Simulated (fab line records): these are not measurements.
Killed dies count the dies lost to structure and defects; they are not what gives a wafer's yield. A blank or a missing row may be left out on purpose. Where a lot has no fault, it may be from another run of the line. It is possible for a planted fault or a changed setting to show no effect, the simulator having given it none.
Comparing a struck lot with a sound one / flow nandHarc / 40 out of 1159 route steps
Sound: these wafers, L926.2, L926.3, L926.5. The struck wafers were L943.3, L943.5, L943.6. The cause is given at the end.
Order at every step that has rows: each side's tool, ch and its chambers, its first start. Under that, the readings that differ: sound wafers / struck wafers / difference of the means / sigmas: that difference in standard deviations of wafers without a fault.
alike: words and numbers the same on both sides, and readings whose means are apart by under 2 such deviations; not compared: readings that were withheld, readings missing a value for some wafer, numbers with overlapping values and no deviation given by the record, and bounds like >300 which may hide the same value.
Wherever a step has rows on one side only, a row that says differs or no value, or a row with sigmas, the two part there. Numbers that don't overlap but have no deviation are shown without sigmas and don't part them. Lack of a reading on every wafer of one side parts them only where that side has two or more wafers.

first, 2 steps without rows for these wafers: NHARC_P_M0_PEB_07 (peb time 65 s); NHARC_P_M0_DEVELOP_08 (develop time 35 s).
NHARC_P_M0_CD_MEAS_09 targets a cd of 90 nm.
  sound on cdSem-03 ch 0, day 6 17:50; struck on cdSem-03 ch 0, day 10 14:38
  alike: cdNm
NHARC_P_M0_OVL_MEAS_10: pitch 180 nm.
  sound: overlay-01 at day 6 17:55; struck: overlay-02 at day 10 14:44
  alike: overlayXNm, overlayYNm
NHARC_P_M0_INSPECT_11:
  sound: defectInspect-01 at day 6 17:57; struck: defectInspect-02 at day 10 14:46
  alike: rawDefectCount
then, 3 steps without rows for these wafers: NHARC_P_M0_DESCUM_14 (chemistry O2, time 3 s); NHARC_P_M0_ETCH_34 (etches the open film in N2/H2, target depth 40 nm, overetch 12 nm, time 43.94 s); NHARC_P_M0_ETCH_15 (etches the open film in C4F8/Ar, target depth 150 nm, overetch 15 nm, time 82.5 s).
NHARC_P_M0_CD_MEAS_16:
  sound: cdSem-01 at day 6 18:20; struck: cdSem-02 at day 10 15:08
  alike: cdNm
then, 2 steps without rows for these wafers: NHARC_P_M0_STRIP_18 (strips in N2/H2); NHARC_P_M0_STRIP_19 (strips in post etch residue remover, time 600 s).
NHARC_P_M0_DEGAS_28: time 60 s.
  sound: pvdSputter-01 at day 6 19:02; struck: pvdSputter-01 at day 10 15:49
  alike: heaterPowerW
NHARC_P_M0_PRE_CLEAN_29: time 30 s.
  sound: pvdSputter-01 at day 6 19:05; struck: pvdSputter-01 at day 10 15:52
  alike: heaterPowerW
then, 5 steps without rows for these wafers: NHARC_P_M0_PVD_20 (deposits TaN, target thk 5 nm, time 8.06 s); NHARC_P_M0_PVD_21 (deposits Cu, target thk 30 nm, time 20.49 s); NHARC_P_M0_ECD_22 (material Cu, target thk 400 nm); NHARC_P_M0_ANNEAL_30 (time 90 s); NHARC_P_M0_CMP_23 (polishes, t overpolish 20 s, target thk 117.53 nm).
NHARC_P_M0_THK_MEAS_24: measures by xrf.
  sound: filmMetro-01 at day 6 20:25; struck: filmMetro-02 at day 10 17:11
  alike: thkNm
after that, 1 step had no rows for these wafers: NHARC_P_M0_SRD_25.
NHARC_P_M0_PRE_CLEAN_31: time 12 s.
  sound on pecvd-02 ch 1,2, day 6 20:40; struck on pecvd-02 ch 0,1, day 10 17:25
  alike: heaterPowerW
then, 11 steps without rows for these wafers: NHARC_P_M0_DEP_32 (deposits SiCN, target thk 30 nm); NHARC_P_M1_DEP_00 (deposits SiOC, target thk 182.5 nm); NHARC_P_M1_DEHYDRATE_01 (time 120 s); NHARC_P_M1_HMDS_02 (time 30 s); NHARC_P_M1_COAT_34 (time 65 s); NHARC_P_M1_COAT_03 (resist thk 90 nm); NHARC_P_M1_SOFTBAKE_04 (time 55 s); NHARC_P_M1_EBR_05; NHARC_P_M1_EXPOSE_06 (exposes mask P M1, target cd 130 nm); NHARC_P_M1_PEB_07 (peb time 65 s); NHARC_P_M1_DEVELOP_08 (develop time 35 s).
NHARC_P_M1_CD_MEAS_09 targets a cd of 130 nm.
  sound on cdSem-03 ch 0, day 6 22:00; struck on cdSem-03 ch 0, day 10 18:44
  alike: cdNm
NHARC_P_M1_OVL_MEAS_10: pitch 260 nm.
  sound: overlay-02 at day 6 22:05; struck: overlay-01 at day 10 18:50
reading=overlayYNm (nm); sound=1.2 1.7 0.8; struck=-0.6 -0.5 -0.2; difference=-1.7; sigmas=-2
  alike: overlayXNm
then, 1 step without rows for these wafers: NHARC_P_M1_DESCUM_14 (chemistry O2, time 3 s).
NHARC_P_M1_ETCH_35: etches the open film in N2/H2, target depth 40 nm, overetch 12 nm, time 43.94 s.
  sound on rieDiel-12 ch 2,3, day 6 22:18; struck on rieDiel-12 ch 0,1,3, day 10 19:02
  alike: chamberPressureMTorr, drypumpMotorCurrentA, oesProductAu, rfVppV, showerheadPlenumPTorr, throttleValvePct
  not compared: rfHoursCounterH
NHARC_P_M1_ETCH_15: etches the open film in C4F8/Ar, target depth 182.5 nm, time 91.2 s.
  sound on rieDiel-12 ch 0,2,3; struck on rieDiel-12 ch 0,1,3
  alike: chamberPressureMTorr, oesProductAu, rfVppV
  not compared: rfHoursCounterH
NHARC_P_M1_CD_MEAS_16:
  sound: cdSem-02 at day 6 22:31; struck: cdSem-02 at day 10 19:14
  alike: cdNm
NHARC_P_M1_STRIP_18: strips in N2/H2.
  sound on rieDiel-12 ch 1,2, day 6 22:35; struck on rieDiel-06 ch 0,2,3, day 10 19:22
  alike: chamberPressureMTorr, drypumpMotorCurrentA, oesProductAu, rfVppV, showerheadPlenumPTorr, throttleValvePct
  not compared: rfHoursCounterH
-- break in the record here, with 14 days between the starts of the struck wafers on either side (left off in module P_M1, picked up again in module END, where the first step shown is number 1159 on the route) --
NHARC_END_SORT_01:
  sound on prober-01 ch 0, day 20 09:52; struck on prober-01 ch 0, day 25 01:17
reading=defectLimitedYield (%); sound=95.6 94.4 94.7; struck=89.4 82.9 81.8; difference=-10.2; sigmas=-7
reading=killedAtPeriphery; sound=2 9 4; struck=36 83 70; difference=+58; sigmas=+26
reading=killedDies; sound=30 38 36; struck=72 116 123; difference=+69; sigmas=+7
reading=sort_bin_2_pct (%); sound=1.3 1.9 1.9; struck=4.6 6.1 8.3; difference=+4.6; sigmas=+7
reading=sort_bin_3_pct (%); sound=0.15 0 0.30; struck=1.48 3.10 2.95; difference=+2.36; sigmas=+12
reading=sort_bin_4_pct (%); sound=3.0 3.7 3.1; struck=4.6 8.0 6.9; difference=+3.2; sigmas=+3
reading=sortNPass; sound=647 639 641; struck=605 561 554; difference=-69; sigmas=-7
reading=sortRimYieldPct (%); sound=96.2 99.1 92.5; struck=81.1 91.5 87.7; difference=-9.2; sigmas=-3
reading=sortYieldPct (%); sound=95.6 94.4 94.7; struck=89.4 82.9 81.8; difference=-10.2; sigmas=-7
  alike: killedAtArray, killedAtOther, killedOpen, killedShort

## WHERE THEY PART
At NHARC_P_M1_OVL_MEAS_10 first; at NHARC_END_SORT_01 last (within this record only).

WHY: what the simulator had put in
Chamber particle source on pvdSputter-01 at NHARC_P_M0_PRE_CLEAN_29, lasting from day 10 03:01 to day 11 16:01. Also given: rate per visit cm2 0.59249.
